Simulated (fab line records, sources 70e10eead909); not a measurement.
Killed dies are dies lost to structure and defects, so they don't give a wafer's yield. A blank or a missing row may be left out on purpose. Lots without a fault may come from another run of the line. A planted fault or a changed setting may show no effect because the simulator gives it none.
Chamber matching | flow nand_harc | NHARC_P_M2_DEP_33 on pecvd-02: 3 sister chambers
The step deposits SiCN, target thk 30 nm. 3 wafers are shown with their chamber, then 11 later ones without.

WAFERS WITH THEIR CHAMBER
wafer  | chamber | heater_power_w (W)
L086.2 | 0       | 530
L086.6 | 1       | 589
L088.1 | 2       | 513

WAFERS WITHOUT THEIR CHAMBER
wafer  | heater_power_w (W)
L088.2 | 572
L088.3 | 515
L090.3 | 432
L090.4 | 440
L090.6 | 600
L092.1 | 521
L092.5 | 518
L092.6 | 509
L093.1 | 530
L093.3 | 494
L093.6 | 511

WHICH CHAMBER EACH WENT THROUGH
wafer  | from the rows above          | in truth
L088.2 | can't be placed: 1 or 0 or 2 | 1
L088.3 | can't be placed: 2 or 0      | 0
L090.3 | can't be placed: 2 or 0      | 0
L090.4 | can't be placed: 2 or 0      | 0
L090.6 | can't be placed: 1 or 0      | 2
L092.1 | can't be placed: 2 or 0 or 1 | 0
L092.5 | can't be placed: 2 or 0 or 1 | 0
L092.6 | can't be placed: 2 or 0      | 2
L093.1 | can't be placed: 0 or 2 or 1 | 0
L093.3 | can't be placed: 2 or 0      | 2
L093.6 | can't be placed: 2 or 0      | 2
Placed correctly: 0 of 11. Can't be placed from these rows: 11 (the true chamber is among the candidates in 10). Placed wrongly: 0.
How it was worked out, from the rows above alone: a wafer's distance from a chamber is the root of the sum, over the readings, of the square of ((its reading less the chamber's mean) divided by the reading's scatter). The wafer belongs to the nearest chamber; if the next one is less than 2 further off, it can't be placed. A chamber's mean is the mean of its shown wafers. The scatter: with one shown wafer a chamber, the root of the mean of the squares of how far each hidden wafer lies from its nearest shown one.
